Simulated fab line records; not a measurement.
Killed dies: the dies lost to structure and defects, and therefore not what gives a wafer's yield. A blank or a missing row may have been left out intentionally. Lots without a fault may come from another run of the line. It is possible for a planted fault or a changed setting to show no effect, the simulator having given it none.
Matching of chambers	flow n5 finfet	N5_BEOL_M4_STRIP_19 on rie diel-05: 4 sister chambers
The step strips in O2. 18 wafers are shown with their chamber, then 9 later ones without.

== WAFERS WITH THEIR CHAMBER ==
wafer	chamber	drypump motor current A (A)	throttle valve pct (%)	oes product au (a.u.)
L076.2	3	5.0	16.42	0.96
L076.3	0	5.1	16.45	0.86
L076.6	3	5.0	16.44	0.95
L078.2	2	6.7	17.05	0.72
L078.3	3	5.0	16.45	0.94
L078.4	1	5.8	16.74	0.86
L077.3	3	5.0	16.45	0.96
L077.5	3	4.9	16.44	0.95
L077.6	2	6.7	17.05	0.72
L081.1	3	5.0	16.45	0.93
L081.3	2	6.7	17.07	0.72
L081.6	0	5.1	16.49	0.85
L084.2	3	4.9	16.47	0.92
L084.3	2	6.7	17.07	0.71
L084.6	0	5.1	16.48	0.85
L085.2	1	5.8	16.78	0.84
L085.4	3	5.0	16.46	0.92
L085.5	0	5.1	16.51	0.85

SIGNATURES (averages over the wafers above)
reading	chamber 0	chamber 1	chamber 2	chamber 3	scatter within a chamber
drypump motor current A	5.100	5.800	6.700	4.975	0.0327
throttle valve pct	16.4825	16.7600	17.0600	16.4475	0.0182
oes product au	0.8525	0.8500	0.7175	0.9413	0.0126
Rule: distance of a wafer from a chamber = root of the sum over the readings of ((wafer's reading minus chamber's mean) / reading's scatter) squared. If the next closest chamber is less than 2 further off than the closest, the wafer can't be placed; otherwise it belongs to the closest. How the scatter is found: for the shown wafers, subtract from each reading the mean of its chamber, square and add these, divide the total by (wafers less chambers), then take the root.

== WAFERS WITHOUT THEIR CHAMBER ==
wafer	drypump motor current A (A)	throttle valve pct (%)	oes product au (a.u.)
L087.3	5.0	16.46	0.91
L087.5	6.7	17.08	0.71
L087.6	5.0	16.50	0.92
L092.1	5.0	16.50	0.89
L092.2	5.8	16.80	0.82
L092.4	6.7	17.11	0.70
L096.4	5.8	16.83	0.82
L096.5	5.1	16.55	0.82
L096.6	5.8	16.83	0.82

== CHAMBER TAKEN BY EACH ==
wafer	from the rows above	in truth
L087.3	3	3
L087.5	2	2
L087.6	3	3
L092.1	can't be placed: 0 or 3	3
L092.2	1	1
L092.4	2	2
L096.4	1	1
L096.5	0	0
L096.6	1	1
8 of 9 placed correctly. Can't be placed from these rows: 1 (the true chamber is among the candidates in 1). Placed wrongly: 0.
